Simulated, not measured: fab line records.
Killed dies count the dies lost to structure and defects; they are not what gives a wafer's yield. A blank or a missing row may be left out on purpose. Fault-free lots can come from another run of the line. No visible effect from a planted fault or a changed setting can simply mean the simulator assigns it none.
fab line records    flow nandHarc
[record] lots = 13  wafers = 39  lastDay = 24
route steps=1159 shown A_CONTACT@855 END@1159
lots that met no fault: from a run of the same line without faults
startH: hours from the record's opening day to when the first of the lot's shown wafers began    waitH: time in hours since the lot's previous step    " repeats the value in the row above    L1.1+2: one row covering several wafers at once    - either no value or no given start    * or withheld: withheld    < > ~ a bound
route shown NAME@n: names a module that has steps shown in the file, with the first one's number in the route    usual: mean and standard deviation over wafers with no fault    same: alike in all rows    chamber/n: place in a boat    sites: readings site by site    _std_site: standard deviation of those values    _edge_site: mean of outer sites minus mean of inner sites    radiusMm: how far each site lies from the wafer's centre    mask NAME#n: copy n    behind: tool/chamber where the wafer was last shaped    hold: why the lot was held/for how many hours/how that ended    device: names the non-switching transistor (n, p or np)    end of line: the same wafers' tests at the end of the route    where a step has no rows: the recipe by itself    killed: at the first sort, the dies lost to defects and structure; wafer yield is something else    map: per-die view of a wafer (x killed, . not killed, _ where there is no die)
set.NAME: the setting the step ran with; set.NAME@STEP: the setting that earlier step ran with    model.NAME: the simulator's own value behind a step, which no gauge read
the route's steps for a sample of lots (tables are steps, rows are wafers)
services: when a tool's chamber went out of use (startH, in hours from the record's first day, below 0 if earlier), for how many hours, and the reason
[[steps]]
[step NHARC_A_CONTACT_OVL_MEAS_43]
[usual] overlayXNm = -0.1/0.87  overlayYNm = -0.2/0.89
lot.wafer  tool        chamber  startH  waitH  overlayXNm  overlayYNm
L219.1     overlay-01  -        376.18  -      0.7         -0.2
L219.2     "           -        "       "      1.5         0.2
L219.6     "           -        "       "      1.0         0.0
L220.1     overlay-01  -        383.43  -      -0.9        0.3
L220.2     "           -        "       "      -1.5        0.6
L220.3     "           -        "       "      -0.9        0.2
L222.3     overlay-01  -        400.87  -      -1.4        1.3
L222.4     "           -        "       "      -1.1        0.9
L222.5     "           -        "       "      -1.5        0.8
L223.1     overlay-02  -        406.54  -      -1.1        -1.9
L223.2     "           -        "       "      0.0         -1.8
L223.6     "           -        "       "      -0.6        -1.3
L225.1     overlay-01  -        422.12  -      0.5         -0.1
L225.3     "           -        "       "      0.1         0.3
L225.5     "           -        "       "      0.6         0.7
L230.1     overlay-01  -        448.96  -      0.3         -0.4
L230.3     "           -        "       "      0.2         -1.3
L230.4     "           -        "       "      -0.2        -0.5
L233.1     overlay-02  -        459.90  -      -1.5        -0.6
L233.2     "           -        "       "      -2.0        -0.5
L233.3     "           -        "       "      -1.3        -0.4
L234.1     overlay-01  -        476.65  -      0.3         0.1
L234.4     "           -        "       "      0.3         0.6
L234.5     "           -        "       "      0.1         0.4
L238.1     overlay-02  -        485.75  -      -0.5        0.0
L238.3     "           -        "       "      -0.5        -0.3
L238.4     "           -        "       "      -1.3        0.0
L236.3     overlay-01  -        492.76  -      -0.8        -0.4
L236.4     "           -        "       "      -0.4        -0.5
L236.6     "           -        "       "      -0.3        -0.3
L237.1     overlay-02  -        494.37  -      0.8         -2.2
L237.2     "           -        "       "      0.8         -2.0
L237.3     "           -        "       "      0.8         -2.0
L235.2     overlay-02  -        497.82  -      0.6         -1.9
L235.4     "           -        "       "      0.6         -2.2
L235.6     "           -        "       "      0.5         -1.9
L239.1     overlay-02  -        505.95  -      -0.5        1.2
L239.4     "           -        "       "      -0.1        0.7
L239.5     "           -        "       "      0.3         0.9
[step NHARC_A_CONTACT_ETCH_111]
[recipe] sourceW = withheld  pressureMtorr = 20  biasV = withheld  timeS = 140  targetDepthA = 7000  arFlowSccm = withheld  c4f8FlowSccm = withheld  o2FlowSccm = withheld  chemistry = C4F8/O2/Ar
[usual] chamberPressureMTorr = 20.000/0.018  oesAirLineAu = 1.001/0.019
lot.wafer  tool           chamber  startH  waitH  chamberPressureMTorr  oesAirLineAu  rfHoursCounterH
L219.2     harCapEtch-03  1        377.55  -      20.000                0.974         80
L219.1     "              0        "       "      20.016                0.992         80
L219.6     "              1        "       "      20.034                0.976         -
L220.2     harCapEtch-02  0        384.97  -      19.996                1.003         11
L220.1     "              1        "       "      20.006                1.011         11
L220.3     "              0        "       "      19.999                0.992         -
L222.3     harCapEtch-03  1        402.56  -      19.996                1.011         -
L222.4     "              0        "       "      19.987                0.984         -
L222.5     "              1        "       "      19.969                1.000         -
L223.1     harCapEtch-02  1        407.97  -      20.005                1.001         15
L223.2     "              0        "       "      20.008                1.028         15
L223.6     "              0        "       "      20.009                0.989         -
L225.1     harCapEtch-01  0        423.79  -      19.980                1.001         66
L225.3     "              1        "       "      19.993                1.012         -
L225.5     "              0        "       "      20.027                0.997         -
L230.1     harCapEtch-01  1        450.45  -      19.995                1.023         72
L230.4     "              0        "       "      20.017                0.982         -
L230.3     "              1        "       "      19.971                1.008         -
L233.2     harCapEtch-01  0        461.25  -      20.026                1.018         73
L233.1     "              1        "       "      20.017                0.987         73
L233.3     "              0        "       "      20.017                1.003         -
L234.1     harCapEtch-02  0        478.01  -      20.014                1.008         27
L234.4     "              0        "       "      20.002                1.009         -
L234.5     "              0        "       "      19.968                1.003         -
L238.1     harCapEtch-02  0        487.14  -      19.984                0.985         28
L238.4     "              1        "       "      20.008                0.989         -
L238.3     "              0        "       "      20.010                0.999         -
L236.4     harCapEtch-01  1        494.57  -      19.991                0.994         -
L236.3     "              0        "       "      19.995                1.012         -
L236.6     "              0        "       "      20.014                1.017         -
L237.2     harCapEtch-03  0        495.83  -      20.005                1.045         102
L237.1     "              1        "       "      19.945                1.010         102
L237.3     "              1        "       "      20.000                0.977         -
L235.2     harCapEtch-01  0        499.32  -      20.022                1.021         79
L235.4     "              0        "       "      20.004                0.999         -
L235.6     "              1        "       "      20.005                0.977         -
L239.1     harCapEtch-02  1        507.56  -      19.995                1.005         32
L239.4     "              0        "       "      19.975                1.029         -
L239.5     "              1        "       "      19.989                1.019         -
[step NHARC_A_CONTACT_ETCH_117]
[recipe] sourceW = withheld  pressureMtorr = 20  biasV = 3000  timeS = 94  targetDepthA = 9220  arFlowSccm = withheld  c4f8FlowSccm = withheld  o2FlowSccm = withheld  chemistry = C4F8/O2/Ar
[usual] chamberPressureMTorr = 19.998/0.016  oesAirLineAu = 1.000/0.022
lot.wafer  tool           chamber  startH  waitH  chamberPressureMTorr  oesAirLineAu  rfHoursCounterH
L219.2     harCapEtch-03  1        378.21  0.1    19.992                1.026         80
L219.1     "              0        "       "      20.000                0.983         80
L219.6     "              1        "       "      19.975                1.045         -
L220.2     harCapEtch-02  0        385.84  0.1    19.990                0.987         11
L220.1     "              1        "       "      19.988                0.966         11
L220.3     "              0        "       "      20.010                1.001         -
L222.3     harCapEtch-03  1        403.17  0.1    19.969                0.966         -
L222.4     "              0        "       "      19.993                0.993         -
L222.5     "              1        "       "      20.021                0.953         -
L223.1     harCapEtch-02  1        409.13  0.1    20.011                1.043         15
L223.2     "              0        "       "      19.989                0.985         15
L223.6     "              0        "       "      20.004                1.006         -
L225.1     harCapEtch-01  0        424.42  0.1    20.002                1.009         66
L225.3     "              1        "       "      20.011                0.992         -
L225.5     "              0        "       "      19.995                1.016         -
L230.1     harCapEtch-01  1        451.08  0.1    -                     -             -
L230.4     "              0        "       "      -                     -             -
L230.3     "              1        "       "      -                     -             -
L233.2     harCapEtch-01  0        461.89  0.1    -                     -             -
L233.1     "              1        "       "      -                     -             -
L233.3     "              0        "       "      -                     -             -
L234.1     harCapEtch-02  0        478.67  0.1    20.005                1.017         27
L234.4     "              0        "       "      19.976                1.024         -
L234.5     "              0        "       "      20.012                1.035         -
L238.1     harCapEtch-02  0        487.77  0.1    19.994                0.990         29
L238.4     "              1        "       "      19.985                1.009         -
L238.3     "              0        "       "      19.984                1.000         -
L236.4     harCapEtch-01  1        495.18  0.1    20.006                0.987         -
L236.3     "              0        "       "      19.979                1.034         -
L236.6     "              0        "       "      19.966                1.021         -
L237.2     harCapEtch-03  0        496.57  0.1    20.026                1.001         103
L237.1     "              1        "       "      19.984                0.994         103
L237.3     "              1        "       "      19.995                1.018         -
L235.2     harCapEtch-01  0        499.98  0.1    20.006                0.968         80
L235.4     "              0        "       "      20.018                0.957         -
L235.6     "              1        "       "      20.002                1.013         -
L239.1     harCapEtch-02  1        508.22  0.1    20.004                0.985         32
L239.4     "              0        "       "      20.008                1.002         -
L239.5     "              1        "       "      19.997                0.972         -
[step NHARC_A_CONTACT_ETCH_121]
[recipe] sourceW = withheld  pressureMtorr = 20  biasV = 3000  timeS = 94  targetDepthA = 9220  arFlowSccm = withheld  c4f8FlowSccm = withheld  o2FlowSccm = withheld  chemistry = C4F8/O2/Ar
[usual] chamberPressureMTorr = 20.000/0.02  oesAirLineAu = 1.001/0.018
lot.wafer  tool           chamber  startH  waitH  chamberPressureMTorr  oesAirLineAu  rfHoursCounterH
L219.2     harCapEtch-03  1        378.57  0.1    20.019                0.994         80
L219.1     "              0        "       "      20.019                1.006         80
L219.6     "              1        "       "      20.001                1.009         -
L220.2     harCapEtch-02  0        386.32  0.1    20.031                1.002         11
L220.1     "              1        "       "      20.006                0.991         11
L220.3     "              0        "       "      19.978                1.021         -
L222.3     harCapEtch-03  1        403.54  0.1    20.008                1.020         -
L222.4     "              0        "       "      20.021                0.981         -
L222.5     "              1        "       "      20.010                1.031         -
L223.1     harCapEtch-02  1        409.77  0.1    20.001                1.016         15
L223.2     "              0        "       "      20.005                1.022         15
L223.6     "              0        "       "      19.964                0.989         -
L225.1     harCapEtch-01  0        424.79  0.1    20.002                1.025         67
L225.3     "              1        "       "      20.002                1.008         -
L225.5     "              0        "       "      19.997                1.036         -
L230.1     harCapEtch-01  1        451.45  0.1    20.038                0.993         72
L230.4     "              0        "       "      20.001                1.005         -
L230.3     "              1        "       "      20.018                0.977         -
L233.2     harCapEtch-01  0        462.26  0.1    20.008                0.999         74
L233.1     "              1        "       "      20.013                1.005         74
L233.3     "              0        "       "      19.996                0.967         -
L234.1     harCapEtch-02  0        479.03  0.1    19.979                1.007         28
L234.4     "              0        "       "      20.030                0.968         -
L234.5     "              0        "       "      19.993                0.993         -
L238.1     harCapEtch-02  0        488.14  0.1    19.997                1.010         29
L238.4     "              1        "       "      20.025                1.009         -
L238.3     "              0        "       "      19.997                0.997         -
L236.4     harCapEtch-01  1        495.55  0.1    20.017                0.984         -
L236.3     "              0        "       "      20.003                0.986         -
L236.6     "              0        "       "      19.992                1.005         -
L237.2     harCapEtch-03  0        497.06  0.1    20.023                0.968         103
L237.1     "              1        "       "      19.965                1.003         103
L237.3     "              1        "       "      19.983                1.025         -
L235.2     harCapEtch-01  0        500.34  0.1    19.996                0.986         80
L235.4     "              0        "       "      19.989                0.993         -
L235.6     "              1        "       "      20.022                0.998         -
L239.1     harCapEtch-02  1        508.58  0.1    19.982                1.024         33
L239.4     "              0        "       "      19.989                1.001         -
L239.5     "              1        "       "      20.001                0.973         -
[step NHARC_END_SORT_01]
[recipe] tempC = 25
[usual] killedAtArray = 26/9.6  killedAtOther = 0.7/0.92  killedAtPeriphery = 3.8/2.7  killedDies = 31/10  killedOpen = 3.3/1.7  killedShort = 1.8/1.3
[same] grossDies = 677
lot.wafer  tool       chamber  startH  waitH  killedAtArray  killedAtOther  killedAtPeriphery  killedDies  killedOpen  killedShort
L230.1     prober-02  0        522.05  2.5    676            0              1                  677         5           0
L230.3     prober-02  0        523.67  3.1    676            0              1                  677         4           0
L230.4     prober-02  0        524.49  3.5    672            1              4                  677         8           1
L233.1     prober-01  0        544.71  2.5    658            1              18                 677         5           1
L233.2     prober-01  0        545.52  2.8    664            1              12                 677         1           1
L233.3     prober-01  0        546.32  3.1    666            2              9                  677         2           4
// killed by level:class
L230.1 A_CONTACT:areaEtch=658 A_CHANNEL_HOLE_D1:chamberFilmFlake=6 A_CONTACT:geometricParticle:open=4 A_CONTACT:chamberFilmFlake=3 A_STAIRCASE:chamberFilmFlake=2 A_CHANNEL_FILL_D1:geometricParticle:open=1 P_ZERO_WELL:chamberFilmFlake=1 A_SLIT:chamberFilmFlake=1
L230.3 A_CONTACT:areaEtch=652 A_CHANNEL_HOLE_D1:chamberFilmFlake=5 A_CONTACT:chamberFilmFlake=5 A_CHANNEL_FILL_D1:chamberFilmFlake=4 A_CONTACT:geometricParticle:open=2 A_M0:geometricParticle:open=2 A_ZERO_WELL:chamberFilmFlake=2 A_SLIT:chamberFilmFlake=2
L230.4 A_CONTACT:areaEtch=647 A_CHANNEL_HOLE_D1:chamberFilmFlake=9 A_STAIRCASE:chamberFilmFlake=3 A_WL_FILL:chamberFilmFlake=3 P_CONTACT:geometricParticle:open=2 A_CHANNEL_FILL_D1:chamberFilmFlake=2 A_CONTACT:chamberFilmFlake=2 P_GATE:geometricParticle:open=1
L233.1 A_CONTACT:areaEtch=625 A_CHANNEL_HOLE_D1:chamberFilmFlake=22 P_CONTACT:chamberFilmFlake=11 A_CONTACT:chamberFilmFlake=5 P_STI:chamberFilmFlake=4 A_CONTACT:geometricParticle:open=2 P_GATE:geometricParticle:open=1 P_CONTACT:geometricParticle:open=1
L233.2 A_CONTACT:areaEtch=639 A_CHANNEL_HOLE_D1:chamberFilmFlake=17 P_CONTACT:chamberFilmFlake=7 A_CONTACT:chamberFilmFlake=5 P_STI:chamberFilmFlake=4 P_M2:geometricParticle:open=1 A_CONTACT:geometricParticle:short=1 A_WL_FILL:chamberFilmFlake=1
L233.3 A_CONTACT:areaEtch=622 A_CHANNEL_HOLE_D1:chamberFilmFlake=30 P_STI:chamberFilmFlake=5 A_CONTACT:chamberFilmFlake=4 A_STAIRCASE:chamberFilmFlake=3 THIN_TSV:chamberFilmFlake=2 P_GATE:geometricParticle:open=1 P_CONTACT:geometricParticle:short=1
[[services]]
tool           chamber  startH  hours  kind
harCapEtch-03  -        408.22  0.1    repair
[[key]]
[firstSign] step = NHARC_A_CONTACT_ETCH_117  reading = toolRecord  direction = missing
[effect] step = NHARC_END_SORT_01  reading = killedAtArray  direction = up  sigmas = 67  usual = 26  struck = 669
[moreKillsBornAt] NHARC_A_CONTACT_ETCH_117@harCapEtch-01 = 3843
metAt NHARC_A_CONTACT_ETCH_117
struckLots L230,L233
laterRowsLeftOut L230.1,L230.3,L230.4,L233.1,L233.2,L233.3
testerLeftOut L230,L233
notActingAt NHARC_A_CONTACT_OVL_MEAS_43,NHARC_A_CONTACT_ETCH_111,NHARC_A_CONTACT_ETCH_121
onsetBetween 424.42 451.08
[fault] kind = skippedStepWhole  tool = harCapEtch-01  chamber = -  onsetH = 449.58  steps = NHARC_A_CONTACT_ETCH_117  scope = struckLotsOnly
// testerLeftOut: of these lots the tester's yield and bins aren't shown, on N5 and GAA mostly nor the transistor test; their killed dies are dies lost to structure and defects alone, not to doping, threshold or leakage, so they don't give the yield
// laterRowsLeftOut: the simulator's readings of these wafers behind a module that went badly wrong aren't trusted and aren't shown, but for the sort
